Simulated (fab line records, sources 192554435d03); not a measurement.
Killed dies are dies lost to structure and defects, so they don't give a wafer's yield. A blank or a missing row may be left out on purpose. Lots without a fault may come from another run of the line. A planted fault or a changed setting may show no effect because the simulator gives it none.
A struck lot beside a sound one | flow n5_finfet | 16 steps out of a route of 1938
Sound: wafers L928.1, L928.3, L928.5. Struck: wafers L917.3, L917.4, L917.5. The cause comes at the end.
At each step with rows: each side's tool, then ch and its chambers, then its first start. Under that, the readings that differ: sound wafers | struck wafers | difference of the means | sigmas: that difference in standard deviations of wafers without a fault.
alike: readings whose means differ by less than 2 such deviations, and words and numbers that are the same on both sides. not compared: withheld readings, readings that some wafer has no value for, bounds like >300 that may hide the same value, and numbers for which the record gives no deviation and whose values overlap.
The two part at a step that has a row with sigmas, a row that says differs or no value, or rows on one side only. Numbers that don't overlap but have no deviation are shown without sigmas and don't part them. A reading that every wafer of one side lacks parts them only if that side has two wafers or more.

first, 10 steps without rows for these wafers: N5_BEOL_M1_DESCUM_33 (chemistry O2, time 7 s); N5_BEOL_M1_ETCH_77 (etches underlayer in N2/H2, target depth 6.5 nm, time 5.2 s); N5_BEOL_M1_ETCH_69 (etches SiARC in CF4, target depth 15.6 nm, time 26 s); N5_BEOL_M1_ALD_98 (deposits SiO2, target thk 2.5 nm, pulse time 1 s, co reactant pulse time 1 s); N5_BEOL_M1_ETCHBACK_99 (etches SiO2 in CHF3, target depth 5 nm, time 10.4 s); N5_BEOL_M1_ETCH_70 (etches SOC in N2/H2, target depth 80 nm, overetch 16 nm, time 120 s); N5_BEOL_M1_STRIP_71 (strips in N2/H2); N5_BEOL_M1_STRIP_78 (strips in N2/H2); N5_BEOL_M1_VIA_ETCH_34 (etches the open film in C4F6/O2, target depth 67.8 nm, time 64.4 s); N5_BEOL_M1_STRIP_83 (strips in C4F6/O2).
N5_BEOL_M1_STRIP_36: strips in N2/H2.
  sound on rie_diel-06 ch 1,2, day 11 08:11; struck on rie_diel-06 ch 1,2,3, day 7 18:50
  no value came back on the struck wafers for any of 8 readings (bias_power_w (W), chamber_pressure_mTorr (mTorr) and others); on the sound wafers bias_power_w (W) reads 6.983 6.996 6.974
  reading                                  | sound | struck         | difference | sigmas
  model.SOC_of_BEOL_M1_COAT_67.thk_nm (nm) | 0 0 0 | 52.2 52.2 52.2 | +52.2      |
  model.SiO2_of_BEOL_M1_ALD_98.thk_nm (nm) | 0 0 0 | 2.6 2.4 2.4    | +2.5       |
  not compared: rf_hours_counter_h
then, 1 step without rows for these wafers: N5_BEOL_M1_TRENCH_ETCH_37 (etches SiOC in C4F6/O2, target depth 55.207 nm, time 29 s).
N5_BEOL_M1_ETCH_41: etches SiCN in CH3F/O2, target depth 31.9 nm, time 57.8 s.
  sound on rie_diel-06 ch 1,2; struck on rie_diel-06 ch 1,2,3, day 7 18:54
  reading                                  | sound | struck         | difference | sigmas
  model.SOC_of_BEOL_M1_COAT_67.thk_nm (nm) | 0 0 0 | 34.2 34.6 34.4 | +34.4      |
  alike: CH3F_flow_sccm, drypump_motor_current_A, mfc_ar_sccm, oes_product_au, rf_fwd_power_W, rf_vpp_V, showerhead_plenum_p_Torr, throttle_valve_pct
  not compared: rf_hours_counter_h
then, 1 step without rows for these wafers: N5_BEOL_M1_STRIP_97 (strips in N2/H2, time 10 s).
N5_BEOL_M4_RC_MEAS_101:
  the record has rows for the sound wafers here (prober-02 ch 0, day 12 17:52) and none for the struck ones
-- the record jumps here: 6 days lie between the struck wafers' starts before and after (it left off in module BEOL_M4 and takes up again in module PASSIVATION, whose first step shown is number 1936 of the route) --
N5_PASSIVATION_PROBE_49:
  sound on prober-02, day 17 10:34; struck on prober-01, day 13 17:41
  reading                  | sound          | struck         | difference | sigmas
  defect_limited_yield (%) | 91.3 92.1 93.8 | 0 0 0          | -92        | -66
  killed_at_M0_to_M3       | 30 20 29       | 1100 1141 1118 | +1093      | +99 or more
  killed_dies              | 103 93 73      | 1180 1180 1180 | +1090      | +64
  killed_on_rim            | 7 13 10        | 152 152 152    | +142       | +34
  sort_bin_5_function (%)  | 5.2 4.4 3.9    | 96.1 96.9 95.8 | +91.8      | +99 or more
  sort_n_pass              | 1077 1087 1107 | 0 0 0          | -1090      | -27
  sort_yield_pct (%)       | 91 92 94       | 0 0 0          | -92        | -26
  alike: killed_at_M4_up, killed_at_contacts, killed_at_front_end, killed_at_other, killed_open, killed_short, sort_bin_6_memory, sort_bin_8_speed

WHERE THEY PART
First at N5_BEOL_M1_STRIP_36; last, within this record, at N5_PASSIVATION_PROBE_49.

WHY: what the simulator had put in
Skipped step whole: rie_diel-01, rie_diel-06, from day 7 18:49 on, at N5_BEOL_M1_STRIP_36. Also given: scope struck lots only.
